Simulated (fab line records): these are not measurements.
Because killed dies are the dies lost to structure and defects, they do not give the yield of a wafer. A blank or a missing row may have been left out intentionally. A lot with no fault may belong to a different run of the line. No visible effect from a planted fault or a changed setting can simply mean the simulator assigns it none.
Matching of chambers || flow nandHarc || NHARC_P_CONTACT_ALD_22 on aldMetal-04 has 4 sister chambers
The step deposits TiN, target thk 3 nm, pulse time 1 s, ald cycles 150. 20 wafers are shown with their chamber, then 10 later ones without.

== WAFERS, EACH WITH ITS CHAMBER ==
{"wafer": "L074.1", "chamber": 3, "heaterPowerW (W)": 948, "precursorPulseHeightRel": 1.037}
{"wafer": "L074.5", "chamber": 1, "heaterPowerW (W)": 1195, "precursorPulseHeightRel": 1.019}
{"wafer": "L074.6", "chamber": 2, "heaterPowerW (W)": 1214, "precursorPulseHeightRel": 0.953}
{"wafer": "L076.1", "chamber": 0, "heaterPowerW (W)": 1069, "precursorPulseHeightRel": 0.978}
{"wafer": "L076.2", "chamber": 3, "heaterPowerW (W)": 972, "precursorPulseHeightRel": 0.977}
{"wafer": "L076.4", "chamber": 1, "heaterPowerW (W)": 1209, "precursorPulseHeightRel": 0.997}
{"wafer": "L079.2", "chamber": 2, "heaterPowerW (W)": 1175, "precursorPulseHeightRel": 1.009}
{"wafer": "L079.3", "chamber": 3, "heaterPowerW (W)": 921, "precursorPulseHeightRel": 0.997}
{"wafer": "L079.6", "chamber": 3, "heaterPowerW (W)": 935, "precursorPulseHeightRel": 1.002}
{"wafer": "L082.3", "chamber": 3, "heaterPowerW (W)": 954, "precursorPulseHeightRel": 0.969}
{"wafer": "L082.4", "chamber": 2, "heaterPowerW (W)": 1183, "precursorPulseHeightRel": 0.989}
{"wafer": "L082.6", "chamber": 0, "heaterPowerW (W)": 1055, "precursorPulseHeightRel": 0.996}
{"wafer": "L084.1", "chamber": 3, "heaterPowerW (W)": 973, "precursorPulseHeightRel": 1.013}
{"wafer": "L084.4", "chamber": 1, "heaterPowerW (W)": 1176, "precursorPulseHeightRel": 0.997}
{"wafer": "L084.5", "chamber": 1, "heaterPowerW (W)": 1201, "precursorPulseHeightRel": 0.965}
{"wafer": "L087.2", "chamber": 3, "heaterPowerW (W)": 929, "precursorPulseHeightRel": 0.961}
{"wafer": "L087.3", "chamber": 0, "heaterPowerW (W)": 1062, "precursorPulseHeightRel": 0.978}
{"wafer": "L087.4", "chamber": 1, "heaterPowerW (W)": 1197, "precursorPulseHeightRel": 1.006}
{"wafer": "L086.3", "chamber": 1, "heaterPowerW (W)": 1202, "precursorPulseHeightRel": 0.987}
{"wafer": "L086.4", "chamber": 3, "heaterPowerW (W)": 915, "precursorPulseHeightRel": 1.005}

SIGNATURES, as means of the wafers listed above
{"reading": "heaterPowerW", "chamber 0": 1062.00, "chamber 1": 1196.67, "chamber 2": 1190.67, "chamber 3": 943.38, "scatter within a chamber": 17.7}
{"reading": "precursorPulseHeightRel", "chamber 0": 0.98400, "chamber 1": 0.99517, "chamber 2": 0.98367, "chamber 3": 0.99512, "scatter within a chamber": 0.0222}
Rule: distance of a wafer from a chamber = root of the sum over the readings of ((wafer's reading minus chamber's mean) / reading's scatter) squared. If the next closest chamber is less than 2 further off than the closest, the wafer can't be placed; otherwise it belongs to the closest. The scatter: the root of (the sum of the squares of (reading less its chamber's mean) over the shown wafers, divided by (wafers less chambers)).

== WAFERS WITHOUT THEIR CHAMBER ==
{"wafer": "L086.5", "heaterPowerW (W)": 1205, "precursorPulseHeightRel": 1.030}
{"wafer": "L092.1", "heaterPowerW (W)": 970, "precursorPulseHeightRel": 1.028}
{"wafer": "L092.2", "heaterPowerW (W)": 1199, "precursorPulseHeightRel": 1.002}
{"wafer": "L092.4", "heaterPowerW (W)": 1210, "precursorPulseHeightRel": 1.016}
{"wafer": "L094.1", "heaterPowerW (W)": 1195, "precursorPulseHeightRel": 1.016}
{"wafer": "L094.4", "heaterPowerW (W)": 1089, "precursorPulseHeightRel": 1.005}
{"wafer": "L094.6", "heaterPowerW (W)": 1191, "precursorPulseHeightRel": 0.994}
{"wafer": "L095.2", "heaterPowerW (W)": 1175, "precursorPulseHeightRel": 1.004}
{"wafer": "L095.3", "heaterPowerW (W)": 1112, "precursorPulseHeightRel": 0.979}
{"wafer": "L095.6", "heaterPowerW (W)": 1102, "precursorPulseHeightRel": 0.986}

== CHAMBER TAKEN BY EACH ==
{"wafer": "L086.5", "from the rows above": "can't be placed: 1 or 2", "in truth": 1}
{"wafer": "L092.1", "from the rows above": 3, "in truth": 3}
{"wafer": "L092.2", "from the rows above": "can't be placed: 1 or 2", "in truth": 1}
{"wafer": "L092.4", "from the rows above": "can't be placed: 1 or 2", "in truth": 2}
{"wafer": "L094.1", "from the rows above": "can't be placed: 1 or 2", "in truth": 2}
{"wafer": "L094.4", "from the rows above": 0, "in truth": 0}
{"wafer": "L094.6", "from the rows above": "can't be placed: 1 or 2", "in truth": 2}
{"wafer": "L095.2", "from the rows above": "can't be placed: 2 or 1", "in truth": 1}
{"wafer": "L095.3", "from the rows above": "can't be placed: 0 or 2", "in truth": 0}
{"wafer": "L095.6", "from the rows above": 0, "in truth": 0}
3 of 10 placed correctly. Unplaceable from these rows: 7, with the true chamber sitting among the candidates in 7. 0 placed wrongly.
